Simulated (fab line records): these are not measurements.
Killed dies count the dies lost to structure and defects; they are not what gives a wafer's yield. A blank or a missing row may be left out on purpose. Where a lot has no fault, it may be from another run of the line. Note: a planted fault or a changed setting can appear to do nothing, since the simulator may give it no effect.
What tool caused it? + flow nand harc + 12 lots with 36 wafers sampled at 5 steps, on a route of 1159 steps

== WHAT THE GAUGES SHOWED, per wafer ==
NHARC_END_SORT_01. Usual: killed at array 25, standard deviation 9.8; killed at other 0.8, standard deviation 1.1; killed at periphery 3.3, standard deviation 2.1; killed dies 29, standard deviation 10; killed open 3.3, standard deviation 1.8; killed short 1.9, standard deviation 1.4.
| lot  | measured     | on        | killed at array | killed at other | killed at periphery | killed dies | killed open | killed short | flag |
|------|--------------|-----------|-----------------|-----------------|---------------------|-------------|-------------|--------------|------|
| L815 | day 23 05:50 | prober-01 | 671 669 671     | 3 2 3           | 3 6 3               | 677 677 677 | 2 3 2       | 2 4 2        | OFF  |
| L814 | day 23 14:50 | prober-02 | 675 674 677     | 1 0 0           | 1 3 0               | 677 677 677 | 0 4 2       | 2 4 2        | OFF  |

== WHICH TOOL RAN EACH LOT (tool, then ch and the chambers of the sampled wafers, then the start) ==
| lot  | NHARC_A_STAIRCASE_ETCHBACK_157     | NHARC_A_STAIRCASE_CMP_472     | NHARC_A_SGD_CUT_DESCUM_14          | NHARC_A_SLIT_DEP_23             |
|------|------------------------------------|-------------------------------|------------------------------------|---------------------------------|
| L802 | rie diel-04 ch 0,1, day 14 07:22   | cmp-03 ch 2,3, day 14 08:07   | rie diel-10 ch 0,2,3, day 14 09:26 | pecvd-03 ch 0,1,2, day 14 19:13 |
| L804 | rie diel-11 ch 0,1,3, day 14 11:10 | cmp-03 ch 0,1,3, day 14 11:44 | rie diel-10 ch 0,3, day 14 12:55   | pecvd-01 ch 1,2, day 14 23:11   |
| L808 | rie diel-04 ch 1,2,3, day 15 03:23 | cmp-01 ch 0,2,3, day 15 03:56 | rie diel-10 ch 0,1, day 15 05:19   | pecvd-01 ch 1,2, day 15 16:53   |
| L807 | rie diel-04 ch 0,2,3, day 15 07:36 | cmp-03 ch 0,2,3, day 15 08:22 | rie diel-10 ch 1,2,3, day 15 09:32 | pecvd-03 ch 0,1,2, day 15 21:56 |
| L811 | rie diel-05 ch 0,3, day 16 09:38   | cmp-01 ch 0,2,3, day 16 10:17 | rie diel-10 ch 0,2,3, day 16 11:34 | pecvd-03 ch 1,2, day 16 22:42   |
| L815 | rie diel-11 ch 2,3, day 17 09:02   | cmp-04 ch 0,3, day 17 09:38   | rie diel-02 ch 0,1,2, day 17 10:59 | pecvd-01 ch 0,1,2, day 17 20:48 |
| L814 | rie diel-11 ch 0,1,3, day 17 16:32 | cmp-03 ch 0,1,2, day 17 17:08 | rie diel-10 ch 0,2,3, day 17 18:29 | pecvd-01 ch 0,1,2, day 18 06:17 |
| L822 | rie diel-05 ch 0,1,3, day 18 07:26 | cmp-04 ch 1,2, day 18 08:03   | rie diel-10 ch 0,1, day 18 09:24   | pecvd-03 ch 0,1,2, day 18 21:31 |
| L817 | rie diel-05 ch 1,2,3, day 18 07:35 | cmp-01 ch 0,2,3, day 18 08:14 | rie diel-02 ch 2,3, day 18 09:35   | pecvd-02 ch 1,2, day 18 19:34   |
| L819 | rie diel-11 ch 0,1,3, day 18 08:46 | cmp-03 ch 0,1, day 18 09:22   | rie diel-02 ch 2,3, day 18 10:42   | pecvd-03 ch 1,2, day 18 23:26   |
| L821 | rie diel-05 ch 0,3, day 18 23:23   | cmp-04 ch 0,1,3, day 19 00:00 | rie diel-02 ch 0,2, day 19 01:16   | pecvd-01 ch 0,2, day 19 10:07   |
| L823 | rie diel-04 ch 0,1,3, day 19 03:50 | cmp-04 ch 1,2, day 19 04:23   | rie diel-10 ch 1,2, day 19 05:56   | pecvd-02 ch 1,2, day 19 17:16   |
- NHARC_A_STAIRCASE_ETCHBACK_157: etches the open film in CH3F/O2, target depth 90 nm, time 167.14 s.
- NHARC_A_STAIRCASE_CMP_472: polishes SiO2.
- NHARC_A_SGD_CUT_DESCUM_14: chemistry O2, time 3 s.
- NHARC_A_SLIT_DEP_23: deposits SiON, target thk 100 nm.

== AS READ BY THE TOOLS THEMSELVES (means over the sampled wafers that have a number; for cases with no such wafer, the mark the record gives instead) ==
NHARC_A_STAIRCASE_ETCHBACK_157. Usual: drypump motor current A 5.8 A, standard deviation 0.34; oes product au 0.97 a.u., standard deviation 0.034; rf vpp V 244.2 V, standard deviation 1.4; showerhead plenum p Torr 2.45 Torr, standard deviation 0.078; throttle valve pct 20.662 %, standard deviation 0.0089.
| lot  | tool        | drypump motor current A (A) | oes product au (a.u.) | rf vpp V (V) | showerhead plenum p Torr (Torr) | throttle valve pct (%) | flag |
|------|-------------|-----------------------------|-----------------------|--------------|---------------------------------|------------------------|------|
| L802 | rie diel-04 | 5.6                         | 1.01                  | 245.2        | 2.48                            | 20.663                 |      |
| L804 | rie diel-11 | 5.6                         | 0.92                  | 243.8        | 2.49                            | 20.661                 |      |
| L808 | rie diel-04 | 5.6                         | 1.01                  | 244.4        | 2.43                            | 20.666                 |      |
| L807 | rie diel-04 | 5.9                         | 1.00                  | 244.5        | 2.46                            | 20.660                 |      |
| L811 | rie diel-05 | 6.1                         | 1.01                  | 243.4        | 2.41                            | 20.670                 |      |
| L815 | rie diel-11 | 6.0                         | 1.00                  | 246.6        | 2.58                            | 20.669                 |      |
| L814 | rie diel-11 | 5.6                         | 0.95                  | 245.1        | 2.48                            | 20.656                 |      |
| L822 | rie diel-05 | 6.0                         | 0.99                  | 244.7        | 2.43                            | 20.668                 |      |
| L817 | rie diel-05 | 5.8                         | 0.95                  | 242.9        | 2.42                            | 20.659                 |      |
| L819 | rie diel-11 | 5.6                         | 0.93                  | 244.4        | 2.48                            | 20.664                 |      |
| L821 | rie diel-05 | 6.1                         | 0.93                  | 243.6        | 2.40                            | 20.660                 |      |
| L823 | rie diel-04 | 5.7                         | 0.98                  | 244.3        | 2.45                            | 20.668                 |      |

NHARC_A_STAIRCASE_CMP_472. Usual: motor current A 12.1 A, standard deviation 1.2; retaining ring pressure frac 1.000, standard deviation 0.0052.
| lot  | tool   | motor current A (A) | retaining ring pressure frac | flag |
|------|--------|---------------------|------------------------------|------|
| L802 | cmp-03 | 12.5                | 0.997                        |      |
| L804 | cmp-03 | 13.4                | 1.005                        |      |
| L808 | cmp-01 | 10.9                | 1.004                        |      |
| L807 | cmp-03 | 13.4                | 1.001                        |      |
| L811 | cmp-01 | 10.5                | 1.003                        |      |
| L815 | cmp-04 | 13.1                | 1.004                        |      |
| L814 | cmp-03 | 12.3                | 1.001                        |      |
| L822 | cmp-04 | 11.2                | 1.000                        |      |
| L817 | cmp-01 | 10.6                | 0.999                        |      |
| L819 | cmp-03 | 12.6                | 1.000                        |      |
| L821 | cmp-04 | 12.1                | 1.003                        |      |
| L823 | cmp-04 | 11.2                | 1.002                        |      |

NHARC_A_SGD_CUT_DESCUM_14. Usual: drypump motor current A 5.5 A, standard deviation 0.47; oes product au 1.002 a.u., standard deviation 0.0079; rf vpp V 57.7 V, standard deviation 0.95; showerhead plenum p Torr 1.89 Torr, standard deviation 0.078; throttle valve pct 11.309 %, standard deviation 0.0088.
| lot  | tool        | drypump motor current A (A) | oes product au (a.u.) | rf vpp V (V) | showerhead plenum p Torr (Torr) | throttle valve pct (%) | flag |
|------|-------------|-----------------------------|-----------------------|--------------|---------------------------------|------------------------|------|
| L802 | rie diel-10 | 5.5                         | 1.002                 | 57.7         | 1.97                            | 11.309                 |      |
| L804 | rie diel-10 | 5.0                         | 1.006                 | 57.8         | 1.94                            | 11.316                 |      |
| L808 | rie diel-10 | 5.2                         | 1.000                 | 57.8         | 1.95                            | 11.307                 |      |
| L807 | rie diel-10 | 5.6                         | 1.003                 | 58.1         | 1.91                            | 11.308                 |      |
| L811 | rie diel-10 | 5.4                         | 1.002                 | 58.8         | 1.97                            | 11.305                 |      |
| L815 | rie diel-02 | 5.4                         | 0.997                 | 57.1         | 1.83                            | 11.313                 |      |
| L814 | rie diel-10 | 5.5                         | 0.998                 | 58.1         | 1.97                            | 11.311                 |      |
| L822 | rie diel-10 | 5.2                         | 1.001                 | 57.6         | 1.95                            | 11.309                 |      |
| L817 | rie diel-02 | 5.5                         | 1.004                 | 57.7         | 1.80                            | 11.322                 |      |
| L819 | rie diel-02 | 5.5                         | 0.993                 | 57.1         | 1.80                            | 11.301                 |      |
| L821 | rie diel-02 | 5.3                         | 1.001                 | 57.2         | 1.79                            | 11.305                 |      |
| L823 | rie diel-10 | 6.1                         | 1.000                 | 57.6         | 1.93                            | 11.307                 |      |

NHARC_A_SLIT_DEP_23. Usual: chamber pressure Torr 3.499 Torr, standard deviation 0.009; heater power outer w 436 W, standard deviation 74; heater power w 753 W, standard deviation 110.
| lot  | tool     | chamber pressure Torr (Torr) | heater power outer w (W) | heater power w (W) | flag |
|------|----------|------------------------------|--------------------------|--------------------|------|
| L802 | pecvd-03 | 3.494                        | 366                      | 660                |      |
| L804 | pecvd-01 | 3.506                        | 494                      | 864                |      |
| L808 | pecvd-01 | 3.503                        | 449                      | 836                |      |
| L807 | pecvd-03 | 3.497                        | 439                      | 746                |      |
| L811 | pecvd-03 | 3.496                        | 359                      | 655                |      |
| L815 | pecvd-01 | -                            | -                        | -                  | OFF  |
| L814 | pecvd-01 | -                            | -                        | -                  | OFF  |
| L822 | pecvd-03 | 3.503                        | 421                      | 729                |      |
| L817 | pecvd-02 | 3.494                        | 424                      | 736                |      |
| L819 | pecvd-03 | 3.497                        | 417                      | 723                |      |
| L821 | pecvd-01 | 3.503                        | 391                      | 672                |      |
| L823 | pecvd-02 | 3.498                        | 408                      | 719                |      |

== THE ANSWER, worked out from the rows above alone ==
Rule: a lot counts as off when the mean over its wafers that have a number is more than 3 standard deviations away from the usual mean. A lot without any number at a reading at which 4 lots or more have one is off too. All remaining lots with rows at the step are treated as sound. The gauges are gone through in route order, then the tools' own readings, and for those a lot's mean is taken as printed above. The first step at which some lot is off is used, and at that step the reading that is off furthest; a lot without a number counts as furthest.
Off: L815, L814, at NHARC_END_SORT_01 (killed at array). Neither off nor sound, because the step has no rows for them: L802, L804, L808, L807, L811, L822, L817, L819, L821, L823.
If a tool, at a process step before that reading, ran all the lots that are off and no sound lot after the first of them, it fits. The gauges at NHARC_END_SORT_01 aren't tried: what is off there is off at NHARC_A_SLIT_DEP_23 too, on other tools, and a gauge's error can't cause that. Can't be told from this: 2 tools fit, rie diel-11 at NHARC_A_STAIRCASE_ETCHBACK_157, pecvd-01 at NHARC_A_SLIT_DEP_23.

== WHAT HAD BEEN PUT IN BY THE SIMULATOR ==
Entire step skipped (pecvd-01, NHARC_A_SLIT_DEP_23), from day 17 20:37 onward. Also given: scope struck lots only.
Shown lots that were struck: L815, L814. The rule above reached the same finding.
